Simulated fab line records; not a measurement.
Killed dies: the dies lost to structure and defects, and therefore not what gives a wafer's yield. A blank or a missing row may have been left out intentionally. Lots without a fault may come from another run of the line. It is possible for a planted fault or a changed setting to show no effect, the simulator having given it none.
Matching of chambers | flow nandHarc | NHARC_A_M1_DESCUM_14 on rieDiel-12 has 4 sister chambers
The step chemistry O2, time 3 s. 8 wafers are shown with their chamber, then 8 later ones without.

WAFERS PAIRED WITH THEIR CHAMBERS
wafer  | chamber | drypumpMotorCurrentA (A) | oesProductAu (a.u.)
L717.1 | 3       | 5.60                     | 1.003
L719.6 | 1       | 5.79                     | 0.991
L718.1 | 0       | 5.92                     | 1.005
L718.6 | 2       | 5.90                     | 1.010
L720.2 | 3       | 5.59                     | 0.994
L720.3 | 2       | 5.83                     | 1.006
L720.4 | 1       | 5.79                     | 0.987
L726.2 | 0       | 5.96                     | 0.991

WAFERS WITH NO CHAMBER GIVEN
wafer  | drypumpMotorCurrentA (A) | oesProductAu (a.u.)
L726.5 | 5.59                     | 1.001
L726.6 | 5.89                     | 1.003
L729.2 | 5.91                     | 0.999
L729.3 | 5.84                     | 0.990
L729.4 | 5.97                     | 0.981
L730.2 | 5.58                     | 1.005
L730.4 | 5.78                     | 1.008
L730.6 | 5.84                     | 1.023

WHICH CHAMBER EACH WENT THROUGH
wafer  | from the rows above          | in truth
L726.5 | 3                            | 3
L726.6 | can't be placed: 2 or 0      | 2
L729.2 | can't be placed: 0 or 2      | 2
L729.3 | can't be placed: 1 or 2 or 0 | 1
L729.4 | 0                            | 0
L730.2 | 3                            | 3
L730.4 | can't be placed: 2 or 1      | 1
L730.6 | 2                            | 2
Correct placement for 4 of the 8. Not placeable from these rows: 4 (in 4, the candidates include the true chamber). Placed wrongly: 0.
How it was worked out, from the rows above alone: a wafer's distance from a chamber is the root of the sum, over the readings, of the square of ((its reading less the chamber's mean) divided by the reading's scatter). If the next closest chamber is less than 2 further off than the closest, the wafer can't be placed; otherwise it belongs to the closest. A chamber's mean is the mean of its shown wafers. The scatter: take each reading less its chamber's mean, square it, sum over the shown wafers, divide by the number of wafers less the number of chambers, and take the root.
